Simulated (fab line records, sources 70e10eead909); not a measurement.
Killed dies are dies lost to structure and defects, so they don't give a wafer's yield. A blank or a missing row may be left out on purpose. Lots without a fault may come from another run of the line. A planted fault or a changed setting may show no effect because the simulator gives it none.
Chamber matching | flow nand_harc | NHARC_A_STAIRCASE_ETCHBACK_422 on rie_diel-04: 4 sister chambers
The step etches the open film in CH3F/O2, target depth 40 nm, time 74.286 s. 27 wafers are shown with their chamber, then 12 later ones without.

WAFERS WITH THEIR CHAMBER
wafer  | chamber | showerhead_plenum_p_Torr (Torr) | drypump_motor_current_A (A) | rf_vpp_V (V)
L074.1 | 1       | 2.34                            | 5.1                         | 242.1
L074.2 | 3       | 2.66                            | 6.2                         | 248.3
L074.6 | 1       | 2.34                            | 5.1                         | 243.0
L075.1 | 0       | 2.39                            | 5.7                         | 243.1
L075.3 | 1       | 2.34                            | 5.1                         | 242.3
L075.5 | 0       | 2.39                            | 5.7                         | 244.5
L075.2 | 3       | 2.66                            | 6.2                         | 247.0
L075.4 | 2       | 2.51                            | 5.7                         | 245.4
L075.6 | 1       | 2.34                            | 5.1                         | 242.4
L077.1 | 0       | 2.39                            | 5.7                         | 244.0
L077.2 | 2       | 2.51                            | 5.7                         | 245.0
L077.3 | 1       | 2.34                            | 5.1                         | 242.4
L077.4 | 3       | 2.66                            | 6.2                         | 248.5
L077.5 | 0       | 2.39                            | 5.7                         | 244.2
L077.6 | 3       | 2.66                            | 6.3                         | 247.8
L076.2 | 2       | 2.51                            | 5.7                         | 244.9
L076.3 | 0       | 2.39                            | 5.7                         | 242.5
L076.5 | 3       | 2.66                            | 6.2                         | 247.5
L079.1 | 3       | 2.65                            | 6.3                         | 246.0
L079.2 | 1       | 2.34                            | 5.1                         | 242.0
L079.6 | 1       | 2.34                            | 5.1                         | 243.2
L079.3 | 2       | 2.51                            | 5.7                         | 244.3
L079.4 | 0       | 2.39                            | 5.7                         | 243.3
L079.5 | 2       | 2.51                            | 5.7                         | 244.8
L080.1 | 3       | 2.65                            | 6.2                         | 245.9
L080.4 | 0       | 2.39                            | 5.7                         | 244.6
L080.5 | 0       | 2.39                            | 5.7                         | 243.2

SIGNATURES (means of the wafers above)
reading                  | chamber 0 | chamber 1 | chamber 2 | chamber 3 | scatter within a chamber
showerhead_plenum_p_Torr | 2.3900    | 2.3400    | 2.5100    | 2.6571    | 0.00249
drypump_motor_current_A  | 5.700     | 5.100     | 5.700     | 6.229     | 0.0249
rf_vpp_V                 | 243.675   | 242.486   | 244.880   | 247.286   | 0.731
Rule: a wafer's distance from a chamber is the root of the sum, over the readings, of the square of ((its reading less the chamber's mean) divided by the reading's scatter). The wafer belongs to the nearest chamber; if the next one is less than 2 further off, it can't be placed. The scatter: the root of (the sum of the squares of (reading less its chamber's mean) over the shown wafers, divided by (wafers less chambers)).

WAFERS WITHOUT THEIR CHAMBER
wafer  | showerhead_plenum_p_Torr (Torr) | drypump_motor_current_A (A) | rf_vpp_V (V)
L080.2 | 2.50                            | 5.7                         | 245.5
L080.3 | 2.33                            | 5.1                         | 243.5
L080.6 | 2.65                            | 6.2                         | 246.9
L086.2 | 2.33                            | 5.1                         | 242.7
L086.4 | 2.65                            | 6.2                         | 247.9
L086.5 | 2.50                            | 5.7                         | 245.7
L091.1 | 2.38                            | 5.7                         | 244.3
L091.2 | 2.49                            | 5.7                         | 243.7
L091.5 | 2.32                            | 5.1                         | 243.6
L095.2 | 2.64                            | 6.3                         | 247.5
L095.5 | 2.32                            | 5.1                         | 243.2
L095.6 | 2.49                            | 5.7                         | 245.7

WHICH CHAMBER EACH WENT THROUGH
wafer  | from the rows above | in truth
L080.2 | 2                   | 2
L080.3 | 1                   | 1
L080.6 | 3                   | 3
L086.2 | 1                   | 1
L086.4 | 3                   | 3
L086.5 | 2                   | 2
L091.1 | 0                   | 0
L091.2 | 2                   | 2
L091.5 | 1                   | 1
L095.2 | 3                   | 3
L095.5 | 1                   | 1
L095.6 | 2                   | 2
Placed correctly: 12 of 12. Can't be placed from these rows: 0. Placed wrongly: 0.
